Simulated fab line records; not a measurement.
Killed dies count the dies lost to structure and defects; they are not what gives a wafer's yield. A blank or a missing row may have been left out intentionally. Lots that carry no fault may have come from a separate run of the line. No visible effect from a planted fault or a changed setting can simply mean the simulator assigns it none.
Which tool was responsible? || flow nand_harc || 22 lots, 66 wafers sampled, at 2 steps of a route of 1159

## WHAT THE GAUGES SHOWED, per wafer
NHARC_A_ONON_D1_THK_MEAS_11: measures by ellipsometry. Usual: 1002 nm for thk_nm, sd 11.
{"lot": "L075", "measured": "day 7 20:19", "on": "film_metro-01", "thk_nm (nm)": "982 983 982", "flag": ""}
{"lot": "L077", "measured": "day 8 08:39", "on": "film_metro-02", "thk_nm (nm)": "991 990 990", "flag": ""}
{"lot": "L076", "measured": "day 8 08:40", "on": "film_metro-01", "thk_nm (nm)": "1007 1004 1007", "flag": ""}
{"lot": "L078", "measured": "day 8 17:21", "on": "film_metro-02", "thk_nm (nm)": "1006 1005 1006", "flag": ""}
{"lot": "L080", "measured": "day 9 13:36", "on": "film_metro-02", "thk_nm (nm)": "1016 1015 1015", "flag": ""}
{"lot": "L082", "measured": "day 9 13:33", "on": "film_metro-01", "thk_nm (nm)": "1000 1000 998", "flag": ""}
{"lot": "L081", "measured": "day 9 13:34", "on": "film_metro-02", "thk_nm (nm)": "992 992 994", "flag": ""}
{"lot": "L083", "measured": "day 9 23:51", "on": "film_metro-01", "thk_nm (nm)": "1010 1008 1009", "flag": ""}
{"lot": "L084", "measured": "day 10 09:13", "on": "film_metro-01", "thk_nm (nm)": "992 994 993", "flag": ""}
{"lot": "L085", "measured": "day 10 16:22", "on": "film_metro-01", "thk_nm (nm)": "1000 998 999", "flag": ""}
{"lot": "L086", "measured": "day 10 16:23", "on": "film_metro-02", "thk_nm (nm)": "985 985 985", "flag": ""}
{"lot": "L087", "measured": "day 11 09:19", "on": "film_metro-02", "thk_nm (nm)": "1020 1021 1019", "flag": ""}
{"lot": "L089", "measured": "day 11 09:11", "on": "film_metro-01", "thk_nm (nm)": "1020 1019 1021", "flag": ""}
{"lot": "L088", "measured": "day 11 09:34", "on": "film_metro-02", "thk_nm (nm)": "998 998 997", "flag": ""}
{"lot": "L090", "measured": "day 11 16:43", "on": "film_metro-01", "thk_nm (nm)": "990 990 991", "flag": ""}
{"lot": "L091", "measured": "day 11 16:44", "on": "film_metro-02", "thk_nm (nm)": "1011 1010 1010", "flag": ""}
{"lot": "L093", "measured": "day 12 11:58", "on": "film_metro-02", "thk_nm (nm)": "1004 1004 1002", "flag": ""}
{"lot": "L095", "measured": "day 12 11:59", "on": "film_metro-01", "thk_nm (nm)": "1003 1001 1001", "flag": ""}
{"lot": "L092", "measured": "day 12 12:01", "on": "film_metro-02", "thk_nm (nm)": "1010 1009 1010", "flag": ""}
{"lot": "L094", "measured": "day 12 16:29", "on": "film_metro-01", "thk_nm (nm)": "1020 1021 1020", "flag": ""}
{"lot": "L096", "measured": "day 12 22:40", "on": "film_metro-02", "thk_nm (nm)": "996 995 996", "flag": ""}
{"lot": "L097", "measured": "day 12 22:46", "on": "film_metro-01", "thk_nm (nm)": "979 981 982", "flag": ""}

## WHAT TOOL EACH LOT RAN ON (gives the tool, then ch and the chambers of the sampled wafers, and finally the start)
{"lot": "L075", "NHARC_P_BONDPAD_ETCH_37": "rie_diel-08 ch 0,2,3, day 6 14:31"}
{"lot": "L077", "NHARC_P_BONDPAD_ETCH_37": "rie_diel-03 ch 0,2,3, day 7 03:44"}
{"lot": "L076", "NHARC_P_BONDPAD_ETCH_37": "rie_diel-03 ch 0,1,2, day 7 04:32"}
{"lot": "L078", "NHARC_P_BONDPAD_ETCH_37": "rie_diel-03 ch 0,1,2, day 7 13:29"}
{"lot": "L080", "NHARC_P_BONDPAD_ETCH_37": "rie_diel-03 ch 0,1,3, day 8 09:47"}
{"lot": "L082", "NHARC_P_BONDPAD_ETCH_37": "rie_diel-03 ch 0,2, day 8 10:45"}
{"lot": "L081", "NHARC_P_BONDPAD_ETCH_37": "rie_diel-03 ch 0,1, day 8 11:16"}
{"lot": "L083", "NHARC_P_BONDPAD_ETCH_37": "rie_diel-03 ch 2,3, day 8 18:35"}
{"lot": "L084", "NHARC_P_BONDPAD_ETCH_37": "rie_diel-03 ch 0,3, day 9 04:27"}
{"lot": "L085", "NHARC_P_BONDPAD_ETCH_37": "rie_diel-03 ch 0,1,2, day 9 12:20"}
{"lot": "L086", "NHARC_P_BONDPAD_ETCH_37": "rie_diel-03 ch 2,3, day 9 13:16"}
{"lot": "L087", "NHARC_P_BONDPAD_ETCH_37": "rie_diel-05 ch 0,2,3, day 10 01:08"}
{"lot": "L089", "NHARC_P_BONDPAD_ETCH_37": "rie_diel-05 ch 1,2, day 10 01:30"}
{"lot": "L088", "NHARC_P_BONDPAD_ETCH_37": "rie_diel-08 ch 1,2, day 10 02:01"}
{"lot": "L090", "NHARC_P_BONDPAD_ETCH_37": "rie_diel-03 ch 0,1,2, day 10 12:05"}
{"lot": "L091", "NHARC_P_BONDPAD_ETCH_37": "rie_diel-03 ch 2,3, day 10 12:14"}
{"lot": "L093", "NHARC_P_BONDPAD_ETCH_37": "rie_diel-03 ch 0,2,3, day 11 07:46"}
{"lot": "L095", "NHARC_P_BONDPAD_ETCH_37": "rie_diel-03 ch 0,1,3, day 11 08:56"}
{"lot": "L092", "NHARC_P_BONDPAD_ETCH_37": "rie_diel-03 ch 1,2,3, day 11 09:05"}
{"lot": "L094", "NHARC_P_BONDPAD_ETCH_37": "rie_diel-03 ch 0,1,2, day 11 12:12"}
{"lot": "L096", "NHARC_P_BONDPAD_ETCH_37": "rie_diel-03 ch 0,2,3, day 11 18:49"}
{"lot": "L097", "NHARC_P_BONDPAD_ETCH_37": "rie_diel-03 ch 0,1,2, day 11 19:35"}
- NHARC_P_BONDPAD_ETCH_37: etches the open film in N2/H2, target depth 60 nm, overetch 18 nm, time 65.91 s.

## WHAT THE TOOLS THEMSELVES READ (means of the sampled wafers that have a number; where no wafer has one, the mark that the record gives instead)
NHARC_P_BONDPAD_ETCH_37. Usual: chamber_pressure_mTorr 30.001 mTorr, standard deviation 0.029; drypump_motor_current_A 5.3 A, standard deviation 0.5; oes_product_au 1.002 a.u., standard deviation 0.007; rf_vpp_V 429.4 V, standard deviation 2.8; showerhead_plenum_p_Torr 2.00 Torr, standard deviation 0.1; throttle_valve_pct 14.171 %, standard deviation 0.0085.
{"lot": "L075", "tool": "rie_diel-08", "chamber_pressure_mTorr (mTorr)": 29.984, "drypump_motor_current_A (A)": 5.8, "oes_product_au (a.u.)": 1.007, "rf_vpp_V (V)": 430.2, "showerhead_plenum_p_Torr (Torr)": 2.04, "throttle_valve_pct (%)": 14.177, "flag": ""}
{"lot": "L077", "tool": "rie_diel-03", "chamber_pressure_mTorr (mTorr)": 29.988, "drypump_motor_current_A (A)": 5.4, "oes_product_au (a.u.)": 0.999, "rf_vpp_V (V)": 428.7, "showerhead_plenum_p_Torr (Torr)": 1.97, "throttle_valve_pct (%)": 14.167, "flag": ""}
{"lot": "L076", "tool": "rie_diel-03", "chamber_pressure_mTorr (mTorr)": 30.014, "drypump_motor_current_A (A)": 5.1, "oes_product_au (a.u.)": 1.010, "rf_vpp_V (V)": 429.9, "showerhead_plenum_p_Torr (Torr)": 2.02, "throttle_valve_pct (%)": 14.175, "flag": ""}
{"lot": "L078", "tool": "rie_diel-03", "chamber_pressure_mTorr (mTorr)": 30.015, "drypump_motor_current_A (A)": 5.1, "oes_product_au (a.u.)": 1.006, "rf_vpp_V (V)": 429.5, "showerhead_plenum_p_Torr (Torr)": 2.02, "throttle_valve_pct (%)": 14.171, "flag": ""}
{"lot": "L080", "tool": "rie_diel-03", "chamber_pressure_mTorr (mTorr)": 30.010, "drypump_motor_current_A (A)": 5.0, "oes_product_au (a.u.)": 1.000, "rf_vpp_V (V)": 429.2, "showerhead_plenum_p_Torr (Torr)": 2.02, "throttle_valve_pct (%)": 14.169, "flag": ""}
{"lot": "L082", "tool": "rie_diel-03", "chamber_pressure_mTorr (mTorr)": 29.983, "drypump_motor_current_A (A)": 5.2, "oes_product_au (a.u.)": 0.997, "rf_vpp_V (V)": 430.5, "showerhead_plenum_p_Torr (Torr)": 2.04, "throttle_valve_pct (%)": 14.171, "flag": ""}
{"lot": "L081", "tool": "rie_diel-03", "chamber_pressure_mTorr (mTorr)": 29.999, "drypump_motor_current_A (A)": 4.8, "oes_product_au (a.u.)": 0.997, "rf_vpp_V (V)": 432.4, "showerhead_plenum_p_Torr (Torr)": 2.09, "throttle_valve_pct (%)": 14.172, "flag": ""}
{"lot": "L083", "tool": "rie_diel-03", "chamber_pressure_mTorr (mTorr)": 29.981, "drypump_motor_current_A (A)": 5.7, "oes_product_au (a.u.)": 1.017, "rf_vpp_V (V)": 426.3, "showerhead_plenum_p_Torr (Torr)": 1.89, "throttle_valve_pct (%)": 14.171, "flag": ""}
{"lot": "L084", "tool": "rie_diel-03", "chamber_pressure_mTorr (mTorr)": 30.024, "drypump_motor_current_A (A)": 5.1, "oes_product_au (a.u.)": 0.999, "rf_vpp_V (V)": 430.6, "showerhead_plenum_p_Torr (Torr)": 2.04, "throttle_valve_pct (%)": 14.174, "flag": ""}
{"lot": "L085", "tool": "rie_diel-03", "chamber_pressure_mTorr (mTorr)": 30.000, "drypump_motor_current_A (A)": 5.1, "oes_product_au (a.u.)": 1.002, "rf_vpp_V (V)": 429.9, "showerhead_plenum_p_Torr (Torr)": 2.02, "throttle_valve_pct (%)": 14.170, "flag": ""}
{"lot": "L086", "tool": "rie_diel-03", "chamber_pressure_mTorr (mTorr)": 29.990, "drypump_motor_current_A (A)": 5.7, "oes_product_au (a.u.)": 1.002, "rf_vpp_V (V)": 426.1, "showerhead_plenum_p_Torr (Torr)": 1.89, "throttle_valve_pct (%)": 14.173, "flag": ""}
{"lot": "L087", "tool": "rie_diel-05", "chamber_pressure_mTorr (mTorr)": 29.998, "drypump_motor_current_A (A)": 6.0, "oes_product_au (a.u.)": 1.006, "rf_vpp_V (V)": 432.3, "showerhead_plenum_p_Torr (Torr)": 2.11, "throttle_valve_pct (%)": 14.156, "flag": ""}
{"lot": "L089", "tool": "rie_diel-05", "chamber_pressure_mTorr (mTorr)": 30.031, "drypump_motor_current_A (A)": 5.8, "oes_product_au (a.u.)": 0.993, "rf_vpp_V (V)": 433.2, "showerhead_plenum_p_Torr (Torr)": 2.13, "throttle_valve_pct (%)": 14.170, "flag": ""}
{"lot": "L088", "tool": "rie_diel-08", "chamber_pressure_mTorr (mTorr)": 30.033, "drypump_motor_current_A (A)": 5.5, "oes_product_au (a.u.)": 0.996, "rf_vpp_V (V)": 429.6, "showerhead_plenum_p_Torr (Torr)": 2.00, "throttle_valve_pct (%)": 14.162, "flag": ""}
{"lot": "L090", "tool": "rie_diel-03", "chamber_pressure_mTorr (mTorr)": 30.006, "drypump_motor_current_A (A)": 5.1, "oes_product_au (a.u.)": 1.006, "rf_vpp_V (V)": 430.9, "showerhead_plenum_p_Torr (Torr)": 2.02, "throttle_valve_pct (%)": 14.172, "flag": ""}
{"lot": "L091", "tool": "rie_diel-03", "chamber_pressure_mTorr (mTorr)": 30.029, "drypump_motor_current_A (A)": 5.6, "oes_product_au (a.u.)": 0.999, "rf_vpp_V (V)": 425.9, "showerhead_plenum_p_Torr (Torr)": 1.90, "throttle_valve_pct (%)": 14.161, "flag": ""}
{"lot": "L093", "tool": "rie_diel-03", "chamber_pressure_mTorr (mTorr)": 30.002, "drypump_motor_current_A (A)": 5.4, "oes_product_au (a.u.)": 0.998, "rf_vpp_V (V)": 427.9, "showerhead_plenum_p_Torr (Torr)": 1.97, "throttle_valve_pct (%)": 14.168, "flag": ""}
{"lot": "L095", "tool": "rie_diel-03", "chamber_pressure_mTorr (mTorr)": 29.987, "drypump_motor_current_A (A)": 5.0, "oes_product_au (a.u.)": 1.006, "rf_vpp_V (V)": 430.4, "showerhead_plenum_p_Torr (Torr)": 2.02, "throttle_valve_pct (%)": 14.173, "flag": ""}
{"lot": "L092", "tool": "rie_diel-03", "chamber_pressure_mTorr (mTorr)": 30.027, "drypump_motor_current_A (A)": 5.3, "oes_product_au (a.u.)": 1.012, "rf_vpp_V (V)": 427.8, "showerhead_plenum_p_Torr (Torr)": 1.95, "throttle_valve_pct (%)": 14.181, "flag": ""}
{"lot": "L094", "tool": "rie_diel-03", "chamber_pressure_mTorr (mTorr)": 30.027, "drypump_motor_current_A (A)": 5.1, "oes_product_au (a.u.)": 0.995, "rf_vpp_V (V)": 430.9, "showerhead_plenum_p_Torr (Torr)": 2.02, "throttle_valve_pct (%)": 14.172, "flag": ""}
{"lot": "L096", "tool": "rie_diel-03", "chamber_pressure_mTorr (mTorr)": 29.977, "drypump_motor_current_A (A)": 5.4, "oes_product_au (a.u.)": 1.004, "rf_vpp_V (V)": 428.2, "showerhead_plenum_p_Torr (Torr)": 1.97, "throttle_valve_pct (%)": 14.173, "flag": ""}
{"lot": "L097", "tool": "rie_diel-03", "chamber_pressure_mTorr (mTorr)": 30.036, "drypump_motor_current_A (A)": 5.1, "oes_product_au (a.u.)": 1.001, "rf_vpp_V (V)": 430.1, "showerhead_plenum_p_Torr (Torr)": 2.02, "throttle_valve_pct (%)": 14.164, "flag": ""}

## THE ANSWER, worked out from the rows above alone
Rule: a lot is off if the mean of its wafers that have a number lies more than 3 standard deviations from the usual mean. A lot without any number at a reading at which 4 lots or more have one is off too. Any other lot the step has rows for is counted as sound. Order of review: gauges by route order, followed by the tools' own readings, for which a lot's mean as printed above is used. At the first step where some lot is off, the reading lying furthest off is the one used; lots without a number count as furthest.
No lot is off on any of the readings shown, so nothing can be concluded from this.

## WHAT THE SIMULATOR HAD INSERTED
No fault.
